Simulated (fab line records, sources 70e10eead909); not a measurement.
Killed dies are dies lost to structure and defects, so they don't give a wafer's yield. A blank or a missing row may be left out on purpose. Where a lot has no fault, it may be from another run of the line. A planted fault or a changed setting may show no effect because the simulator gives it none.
Struck lot and sound lot, side by side :: flow nand-harc :: 15 steps out of a route of 1302
Sound: wafers L885.3, L885.5, L885.6. Wafers L893.1, L893.2, L893.4 were the ones struck. At the end, the cause is stated.
For every step that has rows: the tool of each side, followed by ch and its chambers, followed by its first start. Under that, the readings that differ: sound wafers :: struck wafers :: difference of the means :: sigmas: that difference in standard deviations of wafers without a fault.
alike: a reading whose means differ by less than 2 such deviations, as well as words and numbers matching on both sides. not compared: withheld readings; readings where some wafer has no value; bounds like >300 that might hide an equal value; numbers whose values overlap and for which the record gives no deviation.
Wherever a step has rows on one side only, a row that says differs or no value, or a row with sigmas, the two part there. Numbers that have no deviation but don't overlap get no sigmas and don't part them. A reading that every wafer of one side lacks parts them only if that side has two wafers or more.

first, 7 steps without rows for these wafers: NHARC_A_BONDPAD_COAT_33 (time 65 s); NHARC_A_BONDPAD_COAT_03 (resist thk 600 nm); NHARC_A_BONDPAD_SOFTBAKE_04 (time 70 s); NHARC_A_BONDPAD_EBR_05; NHARC_A_BONDPAD_EXPOSE_06 (exposes mask A BPAD); NHARC_A_BONDPAD_PEB_07 (peb time 80 s); NHARC_A_BONDPAD_DEVELOP_08 (time 50 s).
NHARC_A_BONDPAD_CD_MEAS_09 targets a cd of 500 nm.
  sound on cd-sem-02 ch 0, day 23 10:00; struck on cd-sem-01 ch 0, day 27 21:20
  alike: cd-nm
NHARC_A_BONDPAD_OVL_MEAS_35:
  sound on overlay-01, day 23 10:05; struck on overlay-01, day 27 21:25
  alike: overlay-x-nm, overlay-y-nm
then, 1 step without rows for these wafers: NHARC_A_BONDPAD_HARDBAKE_10 (time 65 s).
NHARC_A_BONDPAD_DESCUM_11: chemistry O2, time 3 s.
  sound on rie-diel-09 ch 0,2,3, day 23 10:14; struck on rie-diel-09 ch 1,2,3, day 27 21:32
  alike: drypump-motor-current-A, oes-product-au, rf-vpp-V, showerhead-plenum-p-Torr, throttle-valve-pct
  not compared: rf-hours-counter-h
NHARC_A_BONDPAD_ETCH_34: etches the open film in N2/H2, target depth 60 nm, overetch 18 nm, time 65.91 s.
  sound on rie-diel-09 ch 0,3, day 23 10:18; struck on rie-diel-09 ch 0,1,3, day 27 21:38
  alike: drypump-motor-current-A, oes-product-au, rf-vpp-V, run-length-s, showerhead-plenum-p-Torr, throttle-valve-pct
  not compared: rf-hours-counter-h
NHARC_A_BONDPAD_ETCH_12: etches the open film in CHF3/O2, target depth 220 nm, time 110 s.
  sound on rie-diel-09 ch 1,2, day 23 10:23; struck on rie-diel-09 ch 0,2,3, day 27 21:43
reading: run-length-s (s)
sound: 131.0 130.5 130.8
struck: 118.2 116.8 117.6
difference: -13.2
sigmas: -22
  alike: drypump-motor-current-A, oes-product-au, rf-vpp-V, showerhead-plenum-p-Torr, throttle-valve-pct
  not compared: rf-hours-counter-h
NHARC_A_BONDPAD_CD_MEAS_13:
  sound on cd-sem-03, day 23 10:32; struck on cd-sem-02, day 27 21:52
  alike: cd-nm
NHARC_END_SORT_01:
  sound on prober-02 ch 0, day 24 20:50; struck on prober-02 ch 0, day 29 02:35
reading: defect-limited-yield (%)
sound: 87.4 89.1 88.9
struck: 0.6 0.4 0.4
difference: -88.0
sigmas: -30

reading: killed-at-array
sound: 84 66 68
struck: 671 673 673
difference: +600
sigmas: +32

reading: killed-dies
sound: 85 74 75
struck: 673 674 674
difference: +596
sigmas: +30
  alike: killed-at-other, killed-at-periphery, killed-open, killed-short

== WHERE THEY PART ==
At NHARC_A_BONDPAD_ETCH_12 first; at NHARC_END_SORT_01 last (within this record only).

WHY: whatever the simulator had introduced
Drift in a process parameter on rie-diel-09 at NHARC_A_BONDPAD_ETCH_12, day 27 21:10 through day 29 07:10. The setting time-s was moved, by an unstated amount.
